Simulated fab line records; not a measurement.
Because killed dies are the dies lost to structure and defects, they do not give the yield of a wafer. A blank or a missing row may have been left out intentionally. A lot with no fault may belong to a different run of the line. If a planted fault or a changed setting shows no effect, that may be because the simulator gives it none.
A sampling plan put to the test || flow n5_finfet || one fab line, 52 faults that these records tell of, each judged on the records of the lots that it struck; 1 more is left out, because the records don't allow judging it
The plan consists of the line's own looks: route steps at which the wafer is read by a gauge or an inspection but not changed. A look can be judged if struck wafers have a number there and the file gives its usual mean and standard deviation on fault-free wafers. Caught: the struck wafers' mean, at a look after the fault's first step, is 4 or more of those standard deviations (sigma) away from the usual mean. On the tool: the same test on the tool's own readings at the fault's steps. Another recipe on the struck wafers, or a record that is blank for them alone, also counts as caught.

## THE FAULTS, as the simulator had put them in
1. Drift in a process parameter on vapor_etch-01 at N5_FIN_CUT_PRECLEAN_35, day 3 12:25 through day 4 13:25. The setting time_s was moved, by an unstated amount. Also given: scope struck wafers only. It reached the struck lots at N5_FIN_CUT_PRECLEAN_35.
2. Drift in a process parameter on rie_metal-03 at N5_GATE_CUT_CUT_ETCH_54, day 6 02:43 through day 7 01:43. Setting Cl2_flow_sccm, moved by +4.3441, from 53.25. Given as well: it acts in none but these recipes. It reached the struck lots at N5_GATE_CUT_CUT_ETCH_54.
3. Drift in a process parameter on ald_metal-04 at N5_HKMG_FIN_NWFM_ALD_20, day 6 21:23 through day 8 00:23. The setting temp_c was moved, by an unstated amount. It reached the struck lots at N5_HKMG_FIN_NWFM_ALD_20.
4. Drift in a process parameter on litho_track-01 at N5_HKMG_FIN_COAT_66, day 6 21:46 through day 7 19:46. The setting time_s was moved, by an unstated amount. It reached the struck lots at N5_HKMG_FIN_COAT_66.
5. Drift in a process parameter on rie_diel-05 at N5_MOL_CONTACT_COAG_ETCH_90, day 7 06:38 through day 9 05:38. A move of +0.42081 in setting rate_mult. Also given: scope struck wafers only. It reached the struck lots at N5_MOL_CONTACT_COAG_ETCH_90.
6. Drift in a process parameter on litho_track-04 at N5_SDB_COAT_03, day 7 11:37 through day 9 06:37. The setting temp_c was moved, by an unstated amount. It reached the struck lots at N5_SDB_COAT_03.
7. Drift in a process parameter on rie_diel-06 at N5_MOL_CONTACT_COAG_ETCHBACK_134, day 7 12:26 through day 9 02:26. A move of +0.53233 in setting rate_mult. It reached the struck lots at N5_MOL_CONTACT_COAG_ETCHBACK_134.
8. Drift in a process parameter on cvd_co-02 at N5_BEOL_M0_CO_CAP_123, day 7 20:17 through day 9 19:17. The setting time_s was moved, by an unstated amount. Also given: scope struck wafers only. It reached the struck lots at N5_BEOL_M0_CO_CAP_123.
9. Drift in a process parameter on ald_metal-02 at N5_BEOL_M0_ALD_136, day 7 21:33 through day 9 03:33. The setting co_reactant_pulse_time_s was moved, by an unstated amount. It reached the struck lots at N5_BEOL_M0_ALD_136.
10. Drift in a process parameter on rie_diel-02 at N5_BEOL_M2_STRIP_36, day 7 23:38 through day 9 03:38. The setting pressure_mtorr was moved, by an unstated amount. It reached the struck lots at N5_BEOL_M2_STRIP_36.
11. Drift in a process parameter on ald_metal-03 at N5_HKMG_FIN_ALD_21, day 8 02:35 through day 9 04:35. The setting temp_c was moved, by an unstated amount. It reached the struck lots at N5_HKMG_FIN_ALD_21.
12. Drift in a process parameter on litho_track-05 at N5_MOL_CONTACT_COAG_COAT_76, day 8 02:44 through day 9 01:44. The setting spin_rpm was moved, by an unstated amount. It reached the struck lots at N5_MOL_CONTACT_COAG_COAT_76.
13. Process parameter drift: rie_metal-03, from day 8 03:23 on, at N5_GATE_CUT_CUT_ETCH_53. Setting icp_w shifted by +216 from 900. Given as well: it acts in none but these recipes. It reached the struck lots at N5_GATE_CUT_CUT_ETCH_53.
14. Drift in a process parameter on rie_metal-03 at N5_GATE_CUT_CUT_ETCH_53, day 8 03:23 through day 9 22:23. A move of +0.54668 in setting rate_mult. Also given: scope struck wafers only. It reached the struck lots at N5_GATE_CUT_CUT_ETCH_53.
15. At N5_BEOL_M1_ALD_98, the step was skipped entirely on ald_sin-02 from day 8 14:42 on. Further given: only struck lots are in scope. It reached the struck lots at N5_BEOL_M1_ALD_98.
16. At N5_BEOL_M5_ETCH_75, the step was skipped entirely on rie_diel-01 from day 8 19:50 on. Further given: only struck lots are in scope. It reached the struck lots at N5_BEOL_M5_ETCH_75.
17. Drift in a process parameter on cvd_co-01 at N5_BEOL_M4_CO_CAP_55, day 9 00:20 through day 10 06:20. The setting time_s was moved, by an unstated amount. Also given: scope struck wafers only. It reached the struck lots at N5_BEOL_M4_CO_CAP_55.
18. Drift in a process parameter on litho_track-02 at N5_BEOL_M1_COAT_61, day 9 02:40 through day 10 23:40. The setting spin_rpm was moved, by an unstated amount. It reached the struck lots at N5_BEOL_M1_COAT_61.
19. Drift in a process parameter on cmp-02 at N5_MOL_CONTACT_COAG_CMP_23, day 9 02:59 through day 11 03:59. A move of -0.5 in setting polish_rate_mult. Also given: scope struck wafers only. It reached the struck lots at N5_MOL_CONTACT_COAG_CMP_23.
20. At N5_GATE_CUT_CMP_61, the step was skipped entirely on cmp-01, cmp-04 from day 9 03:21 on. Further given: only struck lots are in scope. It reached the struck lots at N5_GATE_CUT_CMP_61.
21. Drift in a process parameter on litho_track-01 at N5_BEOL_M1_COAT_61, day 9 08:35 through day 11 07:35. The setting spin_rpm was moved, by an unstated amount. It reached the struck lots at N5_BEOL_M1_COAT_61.
22. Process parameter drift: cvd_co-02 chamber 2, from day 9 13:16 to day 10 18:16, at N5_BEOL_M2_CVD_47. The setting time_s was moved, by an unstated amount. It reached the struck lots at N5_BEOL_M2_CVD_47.
23. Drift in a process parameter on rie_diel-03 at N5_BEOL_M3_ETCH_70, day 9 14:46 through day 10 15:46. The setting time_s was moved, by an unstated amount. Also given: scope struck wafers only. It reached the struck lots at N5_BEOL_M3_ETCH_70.
24. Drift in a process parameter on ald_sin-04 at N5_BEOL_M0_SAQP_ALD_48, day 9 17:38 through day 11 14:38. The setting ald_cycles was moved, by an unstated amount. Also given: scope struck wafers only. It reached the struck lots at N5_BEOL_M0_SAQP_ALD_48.
25. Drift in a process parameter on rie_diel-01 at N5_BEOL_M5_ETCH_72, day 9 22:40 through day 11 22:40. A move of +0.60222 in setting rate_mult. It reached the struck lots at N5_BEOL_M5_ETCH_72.
26. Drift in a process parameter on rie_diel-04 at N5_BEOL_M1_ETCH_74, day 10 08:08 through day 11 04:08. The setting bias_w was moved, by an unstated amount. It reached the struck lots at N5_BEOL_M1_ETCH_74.
27. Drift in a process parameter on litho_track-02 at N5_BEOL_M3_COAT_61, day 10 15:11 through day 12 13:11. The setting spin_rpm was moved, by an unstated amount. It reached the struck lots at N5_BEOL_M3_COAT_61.
28. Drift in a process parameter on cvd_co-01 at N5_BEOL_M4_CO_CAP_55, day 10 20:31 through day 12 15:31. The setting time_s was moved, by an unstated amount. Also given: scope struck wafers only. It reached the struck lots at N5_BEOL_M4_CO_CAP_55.
29. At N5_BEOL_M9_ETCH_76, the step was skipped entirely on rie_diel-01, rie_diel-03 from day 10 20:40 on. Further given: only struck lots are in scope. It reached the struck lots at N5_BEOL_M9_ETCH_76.
30. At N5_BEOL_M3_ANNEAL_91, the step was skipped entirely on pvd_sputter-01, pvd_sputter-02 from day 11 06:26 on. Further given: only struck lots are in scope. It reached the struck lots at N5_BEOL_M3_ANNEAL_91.
31. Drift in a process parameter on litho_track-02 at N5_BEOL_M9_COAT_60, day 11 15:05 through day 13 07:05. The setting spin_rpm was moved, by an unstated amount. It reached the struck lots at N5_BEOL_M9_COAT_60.
32. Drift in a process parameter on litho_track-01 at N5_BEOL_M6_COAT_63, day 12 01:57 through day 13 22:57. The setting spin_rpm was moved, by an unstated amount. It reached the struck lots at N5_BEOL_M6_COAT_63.
33. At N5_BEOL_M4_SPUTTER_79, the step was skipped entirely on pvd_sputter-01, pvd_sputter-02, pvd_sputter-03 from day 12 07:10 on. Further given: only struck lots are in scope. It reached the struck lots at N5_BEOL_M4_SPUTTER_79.
34. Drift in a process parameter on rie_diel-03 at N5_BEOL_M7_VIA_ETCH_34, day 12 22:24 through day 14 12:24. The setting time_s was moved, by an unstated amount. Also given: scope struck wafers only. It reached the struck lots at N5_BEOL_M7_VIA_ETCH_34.
35. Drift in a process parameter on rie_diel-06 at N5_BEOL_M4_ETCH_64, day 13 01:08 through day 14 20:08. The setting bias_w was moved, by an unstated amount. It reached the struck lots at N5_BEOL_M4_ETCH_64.
36. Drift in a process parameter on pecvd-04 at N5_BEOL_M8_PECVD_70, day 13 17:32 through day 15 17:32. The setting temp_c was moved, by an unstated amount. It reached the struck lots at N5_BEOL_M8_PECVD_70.
37. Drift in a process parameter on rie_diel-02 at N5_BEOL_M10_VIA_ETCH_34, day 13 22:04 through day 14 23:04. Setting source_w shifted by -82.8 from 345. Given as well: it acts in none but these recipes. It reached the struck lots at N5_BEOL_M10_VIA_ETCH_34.
38. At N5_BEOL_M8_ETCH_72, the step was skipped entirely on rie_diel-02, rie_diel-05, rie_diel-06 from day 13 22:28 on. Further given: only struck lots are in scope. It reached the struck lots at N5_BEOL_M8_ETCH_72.
39. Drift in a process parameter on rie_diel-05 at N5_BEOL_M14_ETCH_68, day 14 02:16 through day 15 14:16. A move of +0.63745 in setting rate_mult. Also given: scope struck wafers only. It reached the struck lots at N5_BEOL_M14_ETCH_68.
40. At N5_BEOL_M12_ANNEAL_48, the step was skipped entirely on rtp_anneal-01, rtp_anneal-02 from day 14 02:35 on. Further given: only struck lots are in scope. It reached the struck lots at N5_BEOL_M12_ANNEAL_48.
41. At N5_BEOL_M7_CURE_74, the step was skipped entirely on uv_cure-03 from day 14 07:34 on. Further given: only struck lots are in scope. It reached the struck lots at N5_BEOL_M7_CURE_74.
42. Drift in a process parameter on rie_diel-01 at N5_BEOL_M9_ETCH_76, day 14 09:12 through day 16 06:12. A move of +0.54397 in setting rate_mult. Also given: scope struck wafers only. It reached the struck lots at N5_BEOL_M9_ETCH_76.
43. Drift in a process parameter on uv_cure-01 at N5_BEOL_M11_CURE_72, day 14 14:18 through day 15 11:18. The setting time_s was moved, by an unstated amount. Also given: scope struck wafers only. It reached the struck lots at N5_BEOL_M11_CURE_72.
44. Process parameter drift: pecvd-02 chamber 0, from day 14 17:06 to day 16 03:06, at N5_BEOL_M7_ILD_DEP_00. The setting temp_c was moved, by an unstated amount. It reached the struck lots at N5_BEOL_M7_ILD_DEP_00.
45. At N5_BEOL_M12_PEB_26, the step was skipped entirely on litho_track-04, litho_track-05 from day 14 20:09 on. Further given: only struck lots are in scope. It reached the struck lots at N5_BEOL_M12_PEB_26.
46. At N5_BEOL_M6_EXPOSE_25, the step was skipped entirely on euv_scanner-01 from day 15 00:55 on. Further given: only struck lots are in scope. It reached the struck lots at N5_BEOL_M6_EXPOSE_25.
47. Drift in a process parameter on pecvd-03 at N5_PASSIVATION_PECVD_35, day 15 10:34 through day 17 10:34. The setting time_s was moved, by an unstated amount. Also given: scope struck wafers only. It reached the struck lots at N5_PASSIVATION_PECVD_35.
48. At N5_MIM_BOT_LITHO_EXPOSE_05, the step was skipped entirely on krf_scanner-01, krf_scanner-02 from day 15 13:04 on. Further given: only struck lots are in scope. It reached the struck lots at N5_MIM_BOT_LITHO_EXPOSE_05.
49. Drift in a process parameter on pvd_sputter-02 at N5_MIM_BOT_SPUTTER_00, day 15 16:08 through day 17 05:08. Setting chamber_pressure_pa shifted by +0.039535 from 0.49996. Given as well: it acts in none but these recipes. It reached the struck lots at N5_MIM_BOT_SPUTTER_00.
50. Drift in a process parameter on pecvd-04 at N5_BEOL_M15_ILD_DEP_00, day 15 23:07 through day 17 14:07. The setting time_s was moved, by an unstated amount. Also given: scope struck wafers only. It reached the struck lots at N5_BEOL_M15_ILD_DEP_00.
51. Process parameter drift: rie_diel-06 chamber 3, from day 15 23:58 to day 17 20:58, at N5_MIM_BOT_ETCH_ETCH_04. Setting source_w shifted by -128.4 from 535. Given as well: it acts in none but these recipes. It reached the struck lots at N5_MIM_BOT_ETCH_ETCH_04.
52. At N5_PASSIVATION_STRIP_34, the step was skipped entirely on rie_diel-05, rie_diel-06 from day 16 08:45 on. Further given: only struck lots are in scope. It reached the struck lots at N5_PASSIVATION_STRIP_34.

## WHAT THE PLAN SAW
{"fault": 1, "on the tool itself": "under 2 sigma", "first look that catches it": "not the one look that can be judged after it", "reading, sigma": "-", "median hours from its first step to that look": "-", "hours from the fault's start to the first struck lot there": "-", "judged looks passed uncaught": 1}
{"fault": 2, "on the tool itself": "mfc_cl2_sccm +27 sigma", "first look that catches it": "not the one look that can be judged after it", "reading, sigma": "-", "median hours from its first step to that look": "-", "hours from the fault's start to the first struck lot there": "-", "judged looks passed uncaught": 1}
{"fault": 3, "on the tool itself": "susceptor_temp_C +43 sigma", "first look that catches it": "N5_BEOL_M4_RC_MEAS_101", "reading, sigma": "IOFF_N_LONG +13", "median hours from its first step to that look": 112.1, "hours from the fault's start to the first struck lot there": 114, "judged looks passed uncaught": 0}
{"fault": 4, "on the tool itself": "run_length_s +40 sigma", "first look that catches it": "not the one look that can be judged after it", "reading, sigma": "-", "median hours from its first step to that look": "-", "hours from the fault's start to the first struck lot there": "-", "judged looks passed uncaught": 1}
{"fault": 5, "on the tool itself": "etch_rf_on_time_s -10 sigma", "first look that catches it": "not the one look that can be judged after it", "reading, sigma": "-", "median hours from its first step to that look": "-", "hours from the fault's start to the first struck lot there": "-", "judged looks passed uncaught": 1}
{"fault": 6, "on the tool itself": "heater_power_total_W +99 or beyond sigma", "first look that catches it": "not the one look that can be judged after it", "reading, sigma": "-", "median hours from its first step to that look": "-", "hours from the fault's start to the first struck lot there": "-", "judged looks passed uncaught": 1}
{"fault": 7, "on the tool itself": "only faintly: oes_product_au +3.7 sigma", "first look that catches it": "not the one look that can be judged after it", "reading, sigma": "-", "median hours from its first step to that look": "-", "hours from the fault's start to the first struck lot there": "-", "judged looks passed uncaught": 1}
{"fault": 8, "on the tool itself": "run_length_s +82 sigma", "first look that catches it": "not the one look that can be judged after it", "reading, sigma": "-", "median hours from its first step to that look": "-", "hours from the fault's start to the first struck lot there": "-", "judged looks passed uncaught": 1}
{"fault": 9, "on the tool itself": "under 2 sigma", "first look that catches it": "not the one look that can be judged after it", "reading, sigma": "-", "median hours from its first step to that look": "-", "hours from the fault's start to the first struck lot there": "-", "judged looks passed uncaught": 1}
{"fault": 10, "on the tool itself": "chamber_pressure_mTorr +99 or beyond sigma", "first look that catches it": "not the one look that can be judged after it", "reading, sigma": "-", "median hours from its first step to that look": "-", "hours from the fault's start to the first struck lot there": "-", "judged looks passed uncaught": 1}
{"fault": 11, "on the tool itself": "susceptor_temp_C -99 or beyond sigma", "first look that catches it": "not the one look that can be judged after it", "reading, sigma": "-", "median hours from its first step to that look": "-", "hours from the fault's start to the first struck lot there": "-", "judged looks passed uncaught": 1}
{"fault": 12, "on the tool itself": "spin_speed_rpm -51 sigma", "first look that catches it": "not the one look that can be judged after it", "reading, sigma": "-", "median hours from its first step to that look": "-", "hours from the fault's start to the first struck lot there": "-", "judged looks passed uncaught": 1}
{"fault": 13, "on the tool itself": "rf_fwd_power_W +77 sigma", "first look that catches it": "no look after it can be judged", "reading, sigma": "-", "median hours from its first step to that look": "-", "hours from the fault's start to the first struck lot there": "-", "judged looks passed uncaught": 0}
{"fault": 14, "on the tool itself": "etch_rf_on_time_s -12 sigma", "first look that catches it": "not the one look that can be judged after it", "reading, sigma": "-", "median hours from its first step to that look": "-", "hours from the fault's start to the first struck lot there": "-", "judged looks passed uncaught": 1}
{"fault": 15, "on the tool itself": "the tool's record is blank for the struck wafers", "first look that catches it": "no look after it can be judged", "reading, sigma": "-", "median hours from its first step to that look": "-", "hours from the fault's start to the first struck lot there": "-", "judged looks passed uncaught": 0}
{"fault": 16, "on the tool itself": "the tool's record is blank for the struck wafers", "first look that catches it": "no look after it can be judged", "reading, sigma": "-", "median hours from its first step to that look": "-", "hours from the fault's start to the first struck lot there": "-", "judged looks passed uncaught": 0}
{"fault": 17, "on the tool itself": "run_length_s -99 or beyond sigma", "first look that catches it": "not the one look that can be judged after it", "reading, sigma": "-", "median hours from its first step to that look": "-", "hours from the fault's start to the first struck lot there": "-", "judged looks passed uncaught": 1}
{"fault": 18, "on the tool itself": "spin_speed_rpm +46 sigma", "first look that catches it": "not the one look that can be judged after it", "reading, sigma": "-", "median hours from its first step to that look": "-", "hours from the fault's start to the first struck lot there": "-", "judged looks passed uncaught": 1}
{"fault": 19, "on the tool itself": "overpolish_run_s -13 sigma", "first look that catches it": "N5_MOL_CONTACT_COAG_THK_MEAS_29", "reading, sigma": "MD_CAP_THK +10", "median hours from its first step to that look": 3.1, "hours from the fault's start to the first struck lot there": 9, "judged looks passed uncaught": 0}
{"fault": 20, "on the tool itself": "the tool's record is blank for the struck wafers", "first look that catches it": "none of the 2 looks that can be judged after it", "reading, sigma": "strongest: MD_CAP_THK at N5_MOL_CONTACT_COAG_THK_MEAS_29, +3.8", "median hours from its first step to that look": "-", "hours from the fault's start to the first struck lot there": "-", "judged looks passed uncaught": 2}
{"fault": 21, "on the tool itself": "spin_speed_rpm -99 or beyond sigma", "first look that catches it": "not the one look that can be judged after it", "reading, sigma": "-", "median hours from its first step to that look": "-", "hours from the fault's start to the first struck lot there": "-", "judged looks passed uncaught": 1}
{"fault": 22, "on the tool itself": "run_length_s +99 or beyond sigma", "first look that catches it": "not the one look that can be judged after it", "reading, sigma": "-", "median hours from its first step to that look": "-", "hours from the fault's start to the first struck lot there": "-", "judged looks passed uncaught": 1}
{"fault": 23, "on the tool itself": "run_length_s +23 sigma", "first look that catches it": "not the one look that can be judged after it", "reading, sigma": "-", "median hours from its first step to that look": "-", "hours from the fault's start to the first struck lot there": "-", "judged looks passed uncaught": 1}
{"fault": 24, "on the tool itself": "under 2 sigma", "first look that catches it": "not the one look that can be judged after it", "reading, sigma": "-", "median hours from its first step to that look": "-", "hours from the fault's start to the first struck lot there": "-", "judged looks passed uncaught": 1}
{"fault": 25, "on the tool itself": "etch_rf_on_time_s -15 sigma", "first look that catches it": "not the one look that can be judged after it", "reading, sigma": "-", "median hours from its first step to that look": "-", "hours from the fault's start to the first struck lot there": "-", "judged looks passed uncaught": 1}
{"fault": 26, "on the tool itself": "bias_w +24 sigma", "first look that catches it": "not the one look that can be judged after it", "reading, sigma": "-", "median hours from its first step to that look": "-", "hours from the fault's start to the first struck lot there": "-", "judged looks passed uncaught": 1}
{"fault": 27, "on the tool itself": "spin_speed_rpm +99 or beyond sigma", "first look that catches it": "not the one look that can be judged after it", "reading, sigma": "-", "median hours from its first step to that look": "-", "hours from the fault's start to the first struck lot there": "-", "judged looks passed uncaught": 1}
{"fault": 28, "on the tool itself": "run_length_s +99 or beyond sigma", "first look that catches it": "not the one look that can be judged after it", "reading, sigma": "-", "median hours from its first step to that look": "-", "hours from the fault's start to the first struck lot there": "-", "judged looks passed uncaught": 1}
{"fault": 29, "on the tool itself": "the tool's record is blank for the struck wafers", "first look that catches it": "not the one look that can be judged after it", "reading, sigma": "-", "median hours from its first step to that look": "-", "hours from the fault's start to the first struck lot there": "-", "judged looks passed uncaught": 1}
{"fault": 30, "on the tool itself": "the tool's record is blank for the struck wafers", "first look that catches it": "not the one look that can be judged after it", "reading, sigma": "-", "median hours from its first step to that look": "-", "hours from the fault's start to the first struck lot there": "-", "judged looks passed uncaught": 1}
{"fault": 31, "on the tool itself": "spin_speed_rpm -40 sigma", "first look that catches it": "no look after it can be judged", "reading, sigma": "-", "median hours from its first step to that look": "-", "hours from the fault's start to the first struck lot there": "-", "judged looks passed uncaught": 0}
{"fault": 32, "on the tool itself": "spin_speed_rpm -99 or beyond sigma", "first look that catches it": "no look after it can be judged", "reading, sigma": "-", "median hours from its first step to that look": "-", "hours from the fault's start to the first struck lot there": "-", "judged looks passed uncaught": 0}
{"fault": 33, "on the tool itself": "the tool's record is blank for the struck wafers", "first look that catches it": "not the one look that can be judged after it", "reading, sigma": "-", "median hours from its first step to that look": "-", "hours from the fault's start to the first struck lot there": "-", "judged looks passed uncaught": 1}
{"fault": 34, "on the tool itself": "run_length_s -9.1 sigma", "first look that catches it": "no look after it can be judged", "reading, sigma": "-", "median hours from its first step to that look": "-", "hours from the fault's start to the first struck lot there": "-", "judged looks passed uncaught": 0}
{"fault": 35, "on the tool itself": "bias_w -67 sigma", "first look that catches it": "not the one look that can be judged after it", "reading, sigma": "-", "median hours from its first step to that look": "-", "hours from the fault's start to the first struck lot there": "-", "judged looks passed uncaught": 1}
{"fault": 36, "on the tool itself": "susceptor_temp_C +34 sigma", "first look that catches it": "not the one look that can be judged after it", "reading, sigma": "-", "median hours from its first step to that look": "-", "hours from the fault's start to the first struck lot there": "-", "judged looks passed uncaught": 1}
{"fault": 37, "on the tool itself": "rf_fwd_power_W -68 sigma", "first look that catches it": "no look after it can be judged", "reading, sigma": "-", "median hours from its first step to that look": "-", "hours from the fault's start to the first struck lot there": "-", "judged looks passed uncaught": 0}
{"fault": 38, "on the tool itself": "the tool's record is blank for the struck wafers", "first look that catches it": "not the one look that can be judged after it", "reading, sigma": "-", "median hours from its first step to that look": "-", "hours from the fault's start to the first struck lot there": "-", "judged looks passed uncaught": 1}
{"fault": 39, "on the tool itself": "only faintly: oes_product_au +2.6 sigma", "first look that catches it": "not the one look that can be judged after it", "reading, sigma": "-", "median hours from its first step to that look": "-", "hours from the fault's start to the first struck lot there": "-", "judged looks passed uncaught": 1}
{"fault": 40, "on the tool itself": "the tool's record is blank for the struck wafers", "first look that catches it": "no look after it can be judged", "reading, sigma": "-", "median hours from its first step to that look": "-", "hours from the fault's start to the first struck lot there": "-", "judged looks passed uncaught": 0}
{"fault": 41, "on the tool itself": "the tool's record is blank for the struck wafers", "first look that catches it": "N5_BEOL_M7_THK_MEAS_01", "reading, sigma": "M7_ILD_THK +10", "median hours from its first step to that look": 0.4, "hours from the fault's start to the first struck lot there": 5, "judged looks passed uncaught": 0}
{"fault": 42, "on the tool itself": "etch_rf_on_time_s -14 sigma", "first look that catches it": "no look after it can be judged", "reading, sigma": "-", "median hours from its first step to that look": "-", "hours from the fault's start to the first struck lot there": "-", "judged looks passed uncaught": 0}
{"fault": 43, "on the tool itself": "run_length_s +11 sigma", "first look that catches it": "no look after it can be judged", "reading, sigma": "-", "median hours from its first step to that look": "-", "hours from the fault's start to the first struck lot there": "-", "judged looks passed uncaught": 0}
{"fault": 44, "on the tool itself": "susceptor_temp_C -17 sigma", "first look that catches it": "no look after it can be judged", "reading, sigma": "-", "median hours from its first step to that look": "-", "hours from the fault's start to the first struck lot there": "-", "judged looks passed uncaught": 0}
{"fault": 45, "on the tool itself": "the tool's record is blank for the struck wafers", "first look that catches it": "no look after it can be judged", "reading, sigma": "-", "median hours from its first step to that look": "-", "hours from the fault's start to the first struck lot there": "-", "judged looks passed uncaught": 0}
{"fault": 46, "on the tool itself": "no reading that can be judged", "first look that catches it": "no look after it can be judged", "reading, sigma": "-", "median hours from its first step to that look": "-", "hours from the fault's start to the first struck lot there": "-", "judged looks passed uncaught": 0}
{"fault": 47, "on the tool itself": "run_length_s -99 or beyond sigma", "first look that catches it": "no look after it can be judged", "reading, sigma": "-", "median hours from its first step to that look": "-", "hours from the fault's start to the first struck lot there": "-", "judged looks passed uncaught": 0}
{"fault": 48, "on the tool itself": "no reading that can be judged", "first look that catches it": "no look after it can be judged", "reading, sigma": "-", "median hours from its first step to that look": "-", "hours from the fault's start to the first struck lot there": "-", "judged looks passed uncaught": 0}
{"fault": 49, "on the tool itself": "chamber_pressure_pa +40 sigma", "first look that catches it": "no look after it can be judged", "reading, sigma": "-", "median hours from its first step to that look": "-", "hours from the fault's start to the first struck lot there": "-", "judged looks passed uncaught": 0}
{"fault": 50, "on the tool itself": "run_length_s -15 sigma", "first look that catches it": "no look after it can be judged", "reading, sigma": "-", "median hours from its first step to that look": "-", "hours from the fault's start to the first struck lot there": "-", "judged looks passed uncaught": 0}
{"fault": 51, "on the tool itself": "rf_fwd_power_W -66 sigma", "first look that catches it": "no look after it can be judged", "reading, sigma": "-", "median hours from its first step to that look": "-", "hours from the fault's start to the first struck lot there": "-", "judged looks passed uncaught": 0}
{"fault": 52, "on the tool itself": "the tool's record is blank for the struck wafers", "first look that catches it": "no look after it can be judged", "reading, sigma": "-", "median hours from its first step to that look": "-", "hours from the fault's start to the first struck lot there": "-", "judged looks passed uncaught": 0}
Dash: fault not caught, or number not given in these records.

Caught at a look: 3 of 52. Caught on the tool: 45 of 52. By one or the other: 45 of 52.
Caught on the tool alone: faults 2, 4, 5, 6, 8, 10, 11, 12, 13, 14, 15, 16, 17, 18, 20, 21, 22, 23, 25, 26, 27, 28, 29, 30, 31, 32, 33, 34, 35, 36, 37, 38, 40, 42, 43, 44, 45, 47, 49, 50, 51, 52.
Caught by neither: faults 1, 7, 9, 24, 39, 46, 48.

## THINNER SAMPLING
In the worst case, this is how late the first struck lot would be measured if the look that catches a fault measured only every second or every third lot, by lot number:
{"fault": 3, "struck lots at that look, in order of time": "L734", "every lot": "114 h", "every second lot": "may miss it", "every third lot": "may miss it"}
{"fault": 19, "struck lots at that look, in order of time": "L215, L217, L218", "every lot": "9 h", "every second lot": "24 h", "every third lot": "may miss all 3"}
{"fault": 41, "struck lots at that look, in order of time": "L382, L384", "every lot": "5 h", "every second lot": "may miss all 2", "every third lot": "may miss all 2"}
Hours are from the fault's start to the first struck lot that is measured. The test against the limit of 4 sigma pooled every struck wafer, which means one lot taken alone may stay below that limit. Other struck lots may not be in these records.

## THE LONGEST TIMED WAY FROM STEP TO LOOK
For fault 3, N5_HKMG_FIN_NWFM_ALD_20 and N5_BEOL_M4_RC_MEAS_101 are separated by a median of 112.1 hours. No look between them can be judged.
